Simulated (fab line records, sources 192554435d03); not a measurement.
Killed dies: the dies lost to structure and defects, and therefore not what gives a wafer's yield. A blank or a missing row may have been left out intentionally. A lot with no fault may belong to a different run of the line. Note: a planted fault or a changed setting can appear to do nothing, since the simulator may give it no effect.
fab line records :: flow n5Finfet
record:
  lots: 7
  wafers: 21
route steps=1938 shown BEOL_M14@1763 PASSIVATION@1915
startH: hours from the record's opening day to when the first of the lot's shown wafers began :: waitH: hours since the lot's step before :: " repeats the value in the row above :: L1.1+2: several wafers, shown together as one row :: - no value present, or no start provided :: * or withheld: withheld :: < > ~ a bound
route shown NAME@n: NAME is a module with steps in the file, n the number in the route of the first one :: usual: mean/standard deviation taken from wafers without a fault :: same: alike in all rows :: chamber/n: place in a boat :: sites: readings site by site :: _std_site: how widely they spread, as a standard deviation :: _edge_site: mean of outer sites minus mean of inner sites :: radiusMm: how far each site lies from the wafer's centre :: mask NAME#n: copy n :: behind: the last tool/chamber to shape the wafer :: hold: the reason the lot was held/the length of the hold in hours/how it ended :: device: whichever transistor did not switch (one of n, p or np) :: end of line: at the end of the route, the tests of the same wafers :: a step with no rows: only its recipe :: killed: at the first sort, the dies lost to defects and structure; wafer yield is something else :: map: a wafer's dies, marking killed ones x, the rest . and places with no die _
set.NAME: the run value of the setting; set.NAME@STEP: its run value at that earlier step :: model.NAME: the simulator's own value behind a step, which no gauge read
lots run with intentionally changed settings; tables by step, rows by wafer
== steps ==
step: N5_BEOL_M14_SPUTTER_44
recipe:
  material: Ta
  targetThkA: 150
  tempC: 50
  biasV: 80
  powerW: 15000
  chamberPressurePa: 0.07
  timeS: 24.19
lot.wafer: L076.2
tool: pvdSputter-03
chamber: -
startH: 258.12
waitH: 0.0
set.timeS: 24.19
model.Ta_of_BEOL_M14_SPUTTER_44.thkNm: 15.2

lot.wafer: L076.4+5
tool: pvdSputter-03
chamber: -
startH: 258.12
waitH: 0.0
set.timeS: 24.19
model.Ta_of_BEOL_M14_SPUTTER_44.thkNm: 15

lot.wafer: L078.4
tool: pvdSputter-01
chamber: -
startH: 263.91
waitH: 0.0
set.timeS: 23.16
model.Ta_of_BEOL_M14_SPUTTER_44.thkNm: 14.4

lot.wafer: L078.5+6
tool: pvdSputter-01
chamber: -
startH: 263.91
waitH: 0.0
set.timeS: 24.19
model.Ta_of_BEOL_M14_SPUTTER_44.thkNm: 14.8

lot.wafer: L080.2
tool: pvdSputter-03
chamber: -
startH: 275.82
waitH: 0.0
set.timeS: 21.02
model.Ta_of_BEOL_M14_SPUTTER_44.thkNm: 12.6

lot.wafer: L080.3
tool: pvdSputter-03
chamber: -
startH: 275.82
waitH: 0.0
set.timeS: 21.02
model.Ta_of_BEOL_M14_SPUTTER_44.thkNm: 12.8

lot.wafer: L080.4
tool: pvdSputter-03
chamber: -
startH: 275.82
waitH: 0.0
set.timeS: 24.19
model.Ta_of_BEOL_M14_SPUTTER_44.thkNm: 14.8

lot.wafer: L088.1+2
tool: pvdSputter-03
chamber: -
startH: 329.32
waitH: 0.0
set.timeS: 24.19
model.Ta_of_BEOL_M14_SPUTTER_44.thkNm: 15.2

lot.wafer: L088.4
tool: pvdSputter-03
chamber: -
startH: 329.32
waitH: 0.0
set.timeS: 24.19
model.Ta_of_BEOL_M14_SPUTTER_44.thkNm: 15

lot.wafer: L087.1+5
tool: pvdSputter-03
chamber: -
startH: 329.87
waitH: 0.0
set.timeS: 25.59
model.Ta_of_BEOL_M14_SPUTTER_44.thkNm: 15.8

lot.wafer: L087.2
tool: pvdSputter-03
chamber: -
startH: 329.87
waitH: 0.0
set.timeS: 24.19
model.Ta_of_BEOL_M14_SPUTTER_44.thkNm: 14.6

lot.wafer: L089.1
tool: pvdSputter-01
chamber: -
startH: 339.23
waitH: 0.0
set.timeS: 24.19
model.Ta_of_BEOL_M14_SPUTTER_44.thkNm: 14.4

lot.wafer: L089.3
tool: pvdSputter-01
chamber: -
startH: 339.23
waitH: 0.0
set.timeS: 24.19
model.Ta_of_BEOL_M14_SPUTTER_44.thkNm: 14.8

lot.wafer: L089.4
tool: pvdSputter-01
chamber: -
startH: 339.23
waitH: 0.0
set.timeS: 24.19
model.Ta_of_BEOL_M14_SPUTTER_44.thkNm: 15

lot.wafer: L097.1+5
tool: pvdSputter-03
chamber: -
startH: 393.59
waitH: 0.0
set.timeS: 24.19
model.Ta_of_BEOL_M14_SPUTTER_44.thkNm: 15

lot.wafer: L097.3
tool: pvdSputter-03
chamber: -
startH: 393.59
waitH: 0.0
set.timeS: 24.19
model.Ta_of_BEOL_M14_SPUTTER_44.thkNm: 14.8
step: N5_BEOL_M14_SPUTTER_45
recipe:
  material: Cu
  targetThkA: 1000
  tempC: -20
  biasV: 60
  powerW: 26000
  chamberPressurePa: 0.13
  timeS: 16.67
step: N5_BEOL_M14_ECD_47
recipe:
  material: Cu
  targetThkA: 12480
step: N5_BEOL_M14_ANNEAL_48
recipe:
  tempC: 225
  timeS: 90
  ambient: N2
step: N5_BEOL_M14_CMP_49
recipe:
  stopOn: SiO2
  tOverpolishS: 5.2
  downForcePsi: 2
  platenRpm: 80
  clearingPlatenDownForcePsi: 2
  clearingPlatenRpm: 80
  postCmpClean: cuAlkaline
  targetThkNm: 560
  clearingPlatenPadVelocityMS: 1.5917
  padVelocityMS: 1.5917
lot.wafer: L076.4
tool: cmp-01
chamber: 1
startH: 258.84
waitH: 0.2
set.timeS@BEOL_M14_TRENCH_ETCH_34: 126.9
model.Cu_of_BEOL_M14_ECD_47.thkNm: 563.8

lot.wafer: L076.2
tool: cmp-01
chamber: 2
startH: 258.84
waitH: 0.2
set.timeS@BEOL_M14_TRENCH_ETCH_34: 126.9
model.Cu_of_BEOL_M14_ECD_47.thkNm: 565.4

lot.wafer: L076.5
tool: cmp-01
chamber: 0
startH: 258.84
waitH: 0.2
set.timeS@BEOL_M14_TRENCH_ETCH_34: 112.4
model.Cu_of_BEOL_M14_ECD_47.thkNm: 501.6

lot.wafer: L078.4
tool: cmp-01
chamber: 2
startH: 264.70
waitH: 0.2
set.timeS@BEOL_M14_TRENCH_ETCH_34: 126.9
model.Cu_of_BEOL_M14_ECD_47.thkNm: 570.4

lot.wafer: L078.5
tool: cmp-01
chamber: 3
startH: 264.70
waitH: 0.2
set.timeS@BEOL_M14_TRENCH_ETCH_34: 105.9
model.Cu_of_BEOL_M14_ECD_47.thkNm: 468.4

lot.wafer: L078.6
tool: cmp-01
chamber: 0
startH: 264.70
waitH: 0.2
set.timeS@BEOL_M14_TRENCH_ETCH_34: 105.9
model.Cu_of_BEOL_M14_ECD_47.thkNm: 482.8

lot.wafer: L080.4
tool: cmp-01
chamber: 0
startH: 276.69
waitH: 0.1
set.timeS@BEOL_M14_TRENCH_ETCH_34: 154.1
model.Cu_of_BEOL_M14_ECD_47.thkNm: 650.8

lot.wafer: L080.3
tool: cmp-01
chamber: 2
startH: 276.69
waitH: 0.1
set.timeS@BEOL_M14_TRENCH_ETCH_34: 154.1
model.Cu_of_BEOL_M14_ECD_47.thkNm: 680.8

lot.wafer: L080.2
tool: cmp-01
chamber: 3
startH: 276.69
waitH: 0.1
set.timeS@BEOL_M14_TRENCH_ETCH_34: 126.9
model.Cu_of_BEOL_M14_ECD_47.thkNm: 575.2

lot.wafer: L088.2
tool: cmp-03
chamber: 3
startH: 330.18
waitH: 0.2
set.timeS@BEOL_M14_TRENCH_ETCH_34: 134.2
model.Cu_of_BEOL_M14_ECD_47.thkNm: 605.6

lot.wafer: L088.1
tool: cmp-03
chamber: 1
startH: 330.18
waitH: 0.2
set.timeS@BEOL_M14_TRENCH_ETCH_34: 126.9
model.Cu_of_BEOL_M14_ECD_47.thkNm: 550.4

lot.wafer: L088.4
tool: cmp-03
chamber: 2
startH: 330.18
waitH: 0.2
set.timeS@BEOL_M14_TRENCH_ETCH_34: 126.9
model.Cu_of_BEOL_M14_ECD_47.thkNm: 536.8

lot.wafer: L087.2
tool: cmp-01
chamber: 3
startH: 330.56
waitH: 0.2
set.timeS@BEOL_M14_TRENCH_ETCH_34: 126.9
model.Cu_of_BEOL_M14_ECD_47.thkNm: 562.2

lot.wafer: L087.1
tool: cmp-01
chamber: 2
startH: 330.56
waitH: 0.2
set.timeS@BEOL_M14_TRENCH_ETCH_34: 126.9
model.Cu_of_BEOL_M14_ECD_47.thkNm: 544

lot.wafer: L087.5
tool: cmp-01
chamber: 3
startH: 330.56
waitH: 0.2
set.timeS@BEOL_M14_TRENCH_ETCH_34: 142.5
model.Cu_of_BEOL_M14_ECD_47.thkNm: 607.8

lot.wafer: L089.1
tool: cmp-02
chamber: 2
startH: 340.32
waitH: 0.3
set.timeS@BEOL_M14_TRENCH_ETCH_34: 126.9
model.Cu_of_BEOL_M14_ECD_47.thkNm: 574.4

lot.wafer: L089.4
tool: cmp-02
chamber: 3
startH: 340.32
waitH: 0.3
set.timeS@BEOL_M14_TRENCH_ETCH_34: 126.9
model.Cu_of_BEOL_M14_ECD_47.thkNm: 554

lot.wafer: L089.3
tool: cmp-02
chamber: 0
startH: 340.32
waitH: 0.3
set.timeS@BEOL_M14_TRENCH_ETCH_34: 126.9
model.Cu_of_BEOL_M14_ECD_47.thkNm: 535.6

lot.wafer: L097.1
tool: cmp-01
chamber: 0
startH: 394.35
waitH: 0.3
set.timeS@BEOL_M14_TRENCH_ETCH_34: 126.9
model.Cu_of_BEOL_M14_ECD_47.thkNm: 549.6

lot.wafer: L097.3
tool: cmp-01
chamber: 1
startH: 394.35
waitH: 0.3
set.timeS@BEOL_M14_TRENCH_ETCH_34: 145.5
model.Cu_of_BEOL_M14_ECD_47.thkNm: 652.4

lot.wafer: L097.5
tool: cmp-01
chamber: 2
startH: 394.35
waitH: 0.3
set.timeS@BEOL_M14_TRENCH_ETCH_34: 126.9
model.Cu_of_BEOL_M14_ECD_47.thkNm: 531.6
step: N5_BEOL_M14_THK_MEAS_50
recipe:
  thkMeasGauge: xrf
  reads: Cu_of_BEOL_M14_ECD_47
usual:
  M14_THK: 578/14
lot.wafer: L076.2
tool: filmMetro-01
chamber: -
startH: 259.10
waitH: -
set.timeS@BEOL_M14_TRENCH_ETCH_34: 126.9
M14_THK[nm]: 576

lot.wafer: L076.4
tool: filmMetro-01
chamber: -
startH: 259.10
waitH: -
set.timeS@BEOL_M14_TRENCH_ETCH_34: 126.9
M14_THK[nm]: 576

lot.wafer: L076.5
tool: filmMetro-01
chamber: -
startH: 259.10
waitH: -
set.timeS@BEOL_M14_TRENCH_ETCH_34: 112.4
M14_THK[nm]: 511

lot.wafer: L078.4
tool: filmMetro-02
chamber: -
startH: 264.89
waitH: -
set.timeS@BEOL_M14_TRENCH_ETCH_34: 126.9
M14_THK[nm]: 593

lot.wafer: L078.5
tool: filmMetro-02
chamber: -
startH: 264.89
waitH: -
set.timeS@BEOL_M14_TRENCH_ETCH_34: 105.9
M14_THK[nm]: 483

lot.wafer: L078.6
tool: filmMetro-02
chamber: -
startH: 264.89
waitH: -
set.timeS@BEOL_M14_TRENCH_ETCH_34: 105.9
M14_THK[nm]: 498

lot.wafer: L080.2
tool: filmMetro-02
chamber: -
startH: 276.98
waitH: -
set.timeS@BEOL_M14_TRENCH_ETCH_34: 126.9
M14_THK[nm]: 594

lot.wafer: L080.3
tool: filmMetro-02
chamber: -
startH: 276.98
waitH: -
set.timeS@BEOL_M14_TRENCH_ETCH_34: 154.1
M14_THK[nm]: 708

lot.wafer: L080.4
tool: filmMetro-02
chamber: -
startH: 276.98
waitH: -
set.timeS@BEOL_M14_TRENCH_ETCH_34: 154.1
M14_THK[nm]: 679

lot.wafer: L088.1
tool: filmMetro-01
chamber: -
startH: 330.48
waitH: -
set.timeS@BEOL_M14_TRENCH_ETCH_34: 126.9
M14_THK[nm]: 576

lot.wafer: L088.2
tool: filmMetro-01
chamber: -
startH: 330.48
waitH: -
set.timeS@BEOL_M14_TRENCH_ETCH_34: 134.2
M14_THK[nm]: 636

lot.wafer: L088.4
tool: filmMetro-01
chamber: -
startH: 330.48
waitH: -
set.timeS@BEOL_M14_TRENCH_ETCH_34: 126.9
M14_THK[nm]: 561

lot.wafer: L087.1
tool: filmMetro-02
chamber: -
startH: 330.85
waitH: -
set.timeS@BEOL_M14_TRENCH_ETCH_34: 126.9
M14_THK[nm]: 564

lot.wafer: L087.2
tool: filmMetro-02
chamber: -
startH: 330.85
waitH: -
set.timeS@BEOL_M14_TRENCH_ETCH_34: 126.9
M14_THK[nm]: 582

lot.wafer: L087.5
tool: filmMetro-02
chamber: -
startH: 330.85
waitH: -
set.timeS@BEOL_M14_TRENCH_ETCH_34: 142.5
M14_THK[nm]: 632

lot.wafer: L089.1
tool: filmMetro-02
chamber: -
startH: 340.58
waitH: -
set.timeS@BEOL_M14_TRENCH_ETCH_34: 126.9
M14_THK[nm]: 590

lot.wafer: L089.3
tool: filmMetro-02
chamber: -
startH: 340.58
waitH: -
set.timeS@BEOL_M14_TRENCH_ETCH_34: 126.9
M14_THK[nm]: 552

lot.wafer: L089.4
tool: filmMetro-02
chamber: -
startH: 340.58
waitH: -
set.timeS@BEOL_M14_TRENCH_ETCH_34: 126.9
M14_THK[nm]: 567

lot.wafer: L097.1
tool: filmMetro-01
chamber: -
startH: 394.57
waitH: -
set.timeS@BEOL_M14_TRENCH_ETCH_34: 126.9
M14_THK[nm]: 568

lot.wafer: L097.3
tool: filmMetro-01
chamber: -
startH: 394.57
waitH: -
set.timeS@BEOL_M14_TRENCH_ETCH_34: 145.5
M14_THK[nm]: 677

lot.wafer: L097.5
tool: filmMetro-01
chamber: -
startH: 394.57
waitH: -
set.timeS@BEOL_M14_TRENCH_ETCH_34: 126.9
M14_THK[nm]: 552
step: N5_PASSIVATION_PECVD_53
recipe:
  material: SiO2
  targetThkA: 8000
  tempC: 400
  precursor: TEOS/O2
  pressureTorr: 6.5
  rfW: withheld
  teosFlowSccm: withheld
  gas: O2
  flowSccm: 2650
  timeS: 169.4
lot.wafer: L076.2
tool: pecvd-02
chamber: 2
startH: 275.25
waitH: 0.0
set.timeS: 169.4
model.SiO2_of_PASSIVATION_PECVD_53.thkNm: 787.6

lot.wafer: L076.4
tool: pecvd-02
chamber: 1
startH: 275.25
waitH: 0.0
set.timeS: 169.4
model.SiO2_of_PASSIVATION_PECVD_53.thkNm: 811.2

lot.wafer: L076.5
tool: pecvd-02
chamber: 0
startH: 275.25
waitH: 0.0
set.timeS: 169.4
model.SiO2_of_PASSIVATION_PECVD_53.thkNm: 802.8

lot.wafer: L078.4
tool: pecvd-04
chamber: 0
startH: 281.40
waitH: 0.1
set.timeS: 178.5
model.SiO2_of_PASSIVATION_PECVD_53.thkNm: 854.4

lot.wafer: L078.5
tool: pecvd-04
chamber: 2
startH: 281.40
waitH: 0.1
set.timeS: 169.4
model.SiO2_of_PASSIVATION_PECVD_53.thkNm: 803.2

lot.wafer: L078.6
tool: pecvd-04
chamber: 1
startH: 281.40
waitH: 0.1
set.timeS: 178.5
model.SiO2_of_PASSIVATION_PECVD_53.thkNm: 863.6

lot.wafer: L080.2
tool: pecvd-04
chamber: 2
startH: 291.00
waitH: 0.0
set.timeS: 169.4
model.SiO2_of_PASSIVATION_PECVD_53.thkNm: 798

lot.wafer: L080.3
tool: pecvd-04
chamber: 1
startH: 291.00
waitH: 0.0
set.timeS: 169.4
model.SiO2_of_PASSIVATION_PECVD_53.thkNm: 782.8

lot.wafer: L080.4
tool: pecvd-04
chamber: 1
startH: 291.00
waitH: 0.0
set.timeS: 169.4
model.SiO2_of_PASSIVATION_PECVD_53.thkNm: 806.4

lot.wafer: L088.1
tool: pecvd-03
chamber: 1
startH: 347.29
waitH: 0.0
set.timeS: 169.4
model.SiO2_of_PASSIVATION_PECVD_53.thkNm: 814.6

lot.wafer: L088.2
tool: pecvd-03
chamber: 2
startH: 347.29
waitH: 0.0
set.timeS: 159.5
model.SiO2_of_PASSIVATION_PECVD_53.thkNm: 744.8

lot.wafer: L088.4
tool: pecvd-03
chamber: 1
startH: 347.29
waitH: 0.0
set.timeS: 159.5
model.SiO2_of_PASSIVATION_PECVD_53.thkNm: 763.8

lot.wafer: L087.1
tool: pecvd-04
chamber: 2
startH: 352.05
waitH: 0.0
set.timeS: 169.4
model.SiO2_of_PASSIVATION_PECVD_53.thkNm: 802

lot.wafer: L087.2
tool: pecvd-04
chamber: 1
startH: 352.05
waitH: 0.0
set.timeS: 187.1
model.SiO2_of_PASSIVATION_PECVD_53.thkNm: 888.4

lot.wafer: L087.5
tool: pecvd-04
chamber: 0
startH: 352.05
waitH: 0.0
set.timeS: 187.1
model.SiO2_of_PASSIVATION_PECVD_53.thkNm: 900

lot.wafer: L089.1
tool: pecvd-02
chamber: 0
startH: 356.36
waitH: 0.0
set.timeS: 169.4
model.SiO2_of_PASSIVATION_PECVD_53.thkNm: 782.2

lot.wafer: L089.3
tool: pecvd-02
chamber: 1
startH: 356.36
waitH: 0.0
set.timeS: 169.4
model.SiO2_of_PASSIVATION_PECVD_53.thkNm: 802

lot.wafer: L089.4
tool: pecvd-02
chamber: 0
startH: 356.36
waitH: 0.0
set.timeS: 169.4
model.SiO2_of_PASSIVATION_PECVD_53.thkNm: 797.4

lot.wafer: L097.1
tool: pecvd-04
chamber: 0
startH: 432.70
waitH: 0.0
set.timeS: 169.4
model.SiO2_of_PASSIVATION_PECVD_53.thkNm: 786.2

lot.wafer: L097.3
tool: pecvd-04
chamber: 1
startH: 432.70
waitH: 0.0
set.timeS: 169.4
model.SiO2_of_PASSIVATION_PECVD_53.thkNm: 785.4

lot.wafer: L097.5
tool: pecvd-04
chamber: 0
startH: 432.70
waitH: 0.0
set.timeS: 193.8
model.SiO2_of_PASSIVATION_PECVD_53.thkNm: 912.2
step: N5_PASSIVATION_PASS_ETCH_47
recipe:
  chemistry: CF4/O2
  target: SiNx
  targetDepthA: 7700
  timeS: 385
  ionEnergyEv: 100
  pressureMtorr: 40
  sourceW: 535
  biasW: 49
  Ar_flow_sccm: 100
  cf4FlowSccm: 100
  O2_flow_sccm: 10
usual:
  rfVppV: 239/4.6
lot.wafer: L076.2
tool: rieDiel-04
chamber: 3
startH: 276.50
waitH: 0.0
set.sourceW: 457.4
rfVppV: 263
model.etch.depthNm: 669.5

lot.wafer: L076.4
tool: rieDiel-04
chamber: 2
startH: 276.50
waitH: 0.0
set.sourceW: 457.4
rfVppV: 265
model.etch.depthNm: 680.7

lot.wafer: L076.5
tool: rieDiel-04
chamber: 2
startH: 276.50
waitH: 0.0
set.sourceW: 457.4
rfVppV: 267
model.etch.depthNm: 685.9

lot.wafer: L078.4
tool: rieDiel-01
chamber: 0
startH: 282.13
waitH: 0.0
set.sourceW: 467
rfVppV: 253
model.etch.depthNm: 669.7

lot.wafer: L078.5
tool: rieDiel-01
chamber: 2
startH: 282.13
waitH: 0.0
set.sourceW: 467
rfVppV: 264
model.etch.depthNm: 677.9

lot.wafer: L078.6
tool: rieDiel-01
chamber: 3
startH: 282.13
waitH: 0.0
set.sourceW: 535
rfVppV: 233
model.etch.depthNm: 772.5

lot.wafer: L080.2
tool: rieDiel-04
chamber: 3
startH: 291.79
waitH: 0.0
set.sourceW: 487.6
rfVppV: 255
model.etch.depthNm: 706.8

lot.wafer: L080.3
tool: rieDiel-04
chamber: 2
startH: 291.79
waitH: 0.0
set.sourceW: 487.6
rfVppV: 257
model.etch.depthNm: 717.1

lot.wafer: L080.4
tool: rieDiel-04
chamber: 2
startH: 291.79
waitH: 0.0
set.sourceW: 535
rfVppV: 243
model.etch.depthNm: 777.3

lot.wafer: L088.1
tool: rieDiel-04
chamber: 2
startH: 348.01
waitH: 0.0
set.sourceW: 535
rfVppV: 245
model.etch.depthNm: 791.7

lot.wafer: L088.2
tool: rieDiel-04
chamber: 1
startH: 348.01
waitH: 0.0
set.sourceW: 535
rfVppV: 244
model.etch.depthNm: 765

lot.wafer: L088.4
tool: rieDiel-04
chamber: 3
startH: 348.01
waitH: 0.0
set.sourceW: 535
rfVppV: 242
model.etch.depthNm: 807.7

lot.wafer: L087.1
tool: rieDiel-03
chamber: 2
startH: 352.98
waitH: 0.0
set.sourceW: 535
rfVppV: 239
model.etch.depthNm: 786.3

lot.wafer: L087.2
tool: rieDiel-03
chamber: 0
startH: 352.98
waitH: 0.0
set.sourceW: 600
rfVppV: 223
model.etch.depthNm: 848

lot.wafer: L087.5
tool: rieDiel-03
chamber: 0
startH: 352.98
waitH: 0.0
set.sourceW: 600
rfVppV: 224
model.etch.depthNm: 841.9

lot.wafer: L089.1
tool: rieDiel-04
chamber: 0
startH: 359.11
waitH: 0.0
set.sourceW: 535
rfVppV: 239
model.etch.depthNm: 753.5

lot.wafer: L089.3
tool: rieDiel-04
chamber: 1
startH: 359.11
waitH: 0.0
set.sourceW: 535
rfVppV: 243
model.etch.depthNm: 770.6

lot.wafer: L089.4
tool: rieDiel-04
chamber: 2
startH: 359.11
waitH: 0.0
set.sourceW: 535
rfVppV: 245
model.etch.depthNm: 780.3

lot.wafer: L097.1
tool: rieDiel-03
chamber: 0
startH: 433.36
waitH: 0.0
set.sourceW: 535
rfVppV: 236
model.etch.depthNm: 753.8

lot.wafer: L097.3
tool: rieDiel-03
chamber: 1
startH: 433.36
waitH: 0.0
set.sourceW: 450
rfVppV: 267
model.etch.depthNm: 631.5

lot.wafer: L097.5
tool: rieDiel-03
chamber: 2
startH: 433.36
waitH: 0.0
set.sourceW: 535
rfVppV: 244
model.etch.depthNm: 780.9
step: N5_PASSIVATION_ETCH_54
recipe:
  chemistry: CHF3/O2
  target: SiO2
  targetDepthA: 8800
  CHF3_flow_sccm: 50
  O2_flow_sccm: 5
  Ar_flow_sccm: 200
  timeS: 440
  maskMaterial: PR
  pressureMtorr: 30
  sourceW: 650
  biasW: 170
  ionEnergyEv: 200
usual:
  rfVppV: 521/10
lot.wafer: L076.2
tool: rieDiel-04
chamber: 3
startH: 276.72
waitH: 0.1
set.sourceW: 650
rfVppV: 525

lot.wafer: L076.4
tool: rieDiel-04
chamber: 2
startH: 276.72
waitH: 0.1
set.sourceW: 765.5
rfVppV: 493

lot.wafer: L076.5
tool: rieDiel-04
chamber: 2
startH: 276.72
waitH: 0.1
set.sourceW: 765.5
rfVppV: 493

lot.wafer: L078.4
tool: rieDiel-01
chamber: 0
startH: 282.36
waitH: 0.1
set.sourceW: 650
rfVppV: 509

lot.wafer: L078.5
tool: rieDiel-01
chamber: 2
startH: 282.36
waitH: 0.1
set.sourceW: 585.6
rfVppV: 563

lot.wafer: L078.6
tool: rieDiel-01
chamber: 3
startH: 282.36
waitH: 0.1
set.sourceW: 650
rfVppV: 509

lot.wafer: L080.2
tool: rieDiel-04
chamber: 3
startH: 292.02
waitH: 0.1
set.sourceW: 650
rfVppV: 525

lot.wafer: L080.3
tool: rieDiel-04
chamber: 2
startH: 292.02
waitH: 0.1
set.sourceW: 554.3
rfVppV: 577

lot.wafer: L080.4
tool: rieDiel-04
chamber: 2
startH: 292.02
waitH: 0.1
set.sourceW: 554.3
rfVppV: 578

lot.wafer: L088.1
tool: rieDiel-04
chamber: 2
startH: 348.23
waitH: 0.1
set.sourceW: 650
rfVppV: 533

lot.wafer: L088.2
tool: rieDiel-04
chamber: 1
startH: 348.23
waitH: 0.1
set.sourceW: 650
rfVppV: 534

lot.wafer: L088.4
tool: rieDiel-04
chamber: 3
startH: 348.23
waitH: 0.1
set.sourceW: 682.8
rfVppV: 513

lot.wafer: L087.1
tool: rieDiel-03
chamber: 2
startH: 353.21
waitH: 0.1
set.sourceW: 650
rfVppV: 518

lot.wafer: L087.2
tool: rieDiel-03
chamber: 0
startH: 353.21
waitH: 0.1
set.sourceW: 650
rfVppV: 516

lot.wafer: L087.5
tool: rieDiel-03
chamber: 0
startH: 353.21
waitH: 0.1
set.sourceW: 650
rfVppV: 516

lot.wafer: L089.1
tool: rieDiel-04
chamber: 0
startH: 359.34
waitH: 0.1
set.sourceW: 650
rfVppV: 517

lot.wafer: L089.3
tool: rieDiel-04
chamber: 1
startH: 359.34
waitH: 0.1
set.sourceW: 650
rfVppV: 533

lot.wafer: L089.4
tool: rieDiel-04
chamber: 2
startH: 359.34
waitH: 0.1
set.sourceW: 650
rfVppV: 532

lot.wafer: L097.1
tool: rieDiel-03
chamber: 0
startH: 433.59
waitH: 0.1
set.sourceW: 752.3
rfVppV: 481

lot.wafer: L097.3
tool: rieDiel-03
chamber: 1
startH: 433.59
waitH: 0.1
set.sourceW: 650
rfVppV: 529

lot.wafer: L097.5
tool: rieDiel-03
chamber: 2
startH: 433.59
waitH: 0.1
set.sourceW: 752.3
rfVppV: 493
== key ==
split:
  step: N5_BEOL_M14_SPUTTER_44
  setting: timeS
  stated: 24.19
  by: wafer
response:
  step: N5_BEOL_M14_SPUTTER_44
  reading: model.Ta_of_BEOL_M14_SPUTTER_44.thkNm
  change: +0.162
  per: 1%
  r: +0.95
split:
  step: N5_PASSIVATION_PECVD_53
  setting: timeS
  stated: 169.4
  by: wafer
response:
  step: N5_PASSIVATION_PECVD_53
  reading: model.SiO2_of_PASSIVATION_PECVD_53.thkNm
  change: +9.05
  per: 1%
  r: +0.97
split:
  step: N5_PASSIVATION_PASS_ETCH_47
  setting: sourceW
  stated: 535
  by: wafer
response:
  step: N5_PASSIVATION_PASS_ETCH_47
  reading: rfVppV
  change: -1.65
  per: 1%
  r: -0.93
response:
  step: N5_PASSIVATION_PASS_ETCH_47
  reading: model.etch.depthNm
  change: +7.35
  per: 1%
  r: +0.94
split:
  step: N5_PASSIVATION_ETCH_54
  setting: sourceW
  stated: 650
  by: wafer
response:
  step: N5_PASSIVATION_ETCH_54
  reading: rfVppV
  change: -2.94
  per: 1%
  r: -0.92
split outsideThisFile step=N5_BEOL_M14_TRENCH_ETCH_34 setting=timeS
split outsideThisFile: this setting was split too, and the file shows its column; the key of that split is in another file
